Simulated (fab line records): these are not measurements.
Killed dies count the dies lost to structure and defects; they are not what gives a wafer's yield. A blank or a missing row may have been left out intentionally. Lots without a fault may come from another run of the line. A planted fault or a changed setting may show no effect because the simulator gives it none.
Code-filled problem report in 8D (eight disciplines) form -- flow n5-finfet -- the parts of the form that need people (team, actions taken, sign-off) are left out

1. WHAT WENT WRONG
At N5_BEOL_M10_CVD_75, run-length-s averages 165.1 s over 3 wafers from 3 lots, while fault-free wafers read 161.7 s, standard deviation 0.52. That is +6.5 standard deviations from the usual mean.
The step: deposits Co from CCTBA/H2, target thk 2 nm, time 138.9 s.
The first sign was on wafer L176.6 at day 13 16:29, on cvd-co-02. The record has a number at this step for 30 wafers belonging to 11 lots. The rule behind "out" and "out of limits": a value lying over 4 standard deviations away from the usual mean. Any other wafer with a number is counted as sound.

2. WHAT IT IS; WHAT IT IS NOT
question,is,is not
which readings at this step,run-length-s,-
which lots,"L176, L178, L179","L163, L164, L165, L168, L172, L173, L177, L185"
which wafers of those lots,"L176.6, L178.3, L179.3","L176.2, L178.2, L179.2"
read on which tools,cvd-co-02,cvd-co-01
when,from day 13 16:29,"up to then (19 sound wafers); but 8 sound wafers of L177, L178, L179, L185 came after"

3. SUSPECTS, AND WHAT RULES EACH OUT
Counting: any tool at a process step up to the reading remains a suspect provided it ran every lot that is out. Sound lots after the first of them don't rule it out here, since some wafers of a struck lot are sound.
- cvd-co-02 at N5_BEOL_M10_CVD_75 (deposits Co from CCTBA/H2, target thk 2 nm, time 138.9 s): kept. It ran every lot that is out, first L176 (day 13 16:29); its last sound lot up to then is L173 (day 13 00:34). Out on those wafers are its own readings of run-length-s.
Remaining after the count: cvd-co-02 at N5_BEOL_M10_CVD_75.

4. THE CAUSE (what the simulator had put in)
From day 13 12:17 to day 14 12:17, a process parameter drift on cvd-co-02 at N5_BEOL_M10_CVD_75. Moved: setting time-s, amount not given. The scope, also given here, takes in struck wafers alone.
This tool alone remained once counting was done.

5. SEQUENCE OF EFFECTS, ordered by route
Rows list readings where the struck wafers' mean (over those with a number) sits beyond 3 standard deviations from the usual. Only readings for which the record gives a usual standard deviation are gone through. hours: the time from each lot's start at the first step in this table that gives one to its start at this step, as a median over the lots. sigmas: the change in usual standard deviations.
hours,step,reading,usual,on struck wafers,change,sigmas
0,N5_BEOL_M10_CVD_75,run-length-s,161.7 s,165.1,+3.4,+6.5
Its process steps:
- N5_BEOL_M10_CVD_75: deposits Co from CCTBA/H2, target thk 2 nm, time 138.9 s.

6. HOW IT WOULD HAVE BEEN CAUGHT EARLIER
In this record the first reading out of limits was taken at day 13 16:29, 4 hours after the fault began at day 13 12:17.
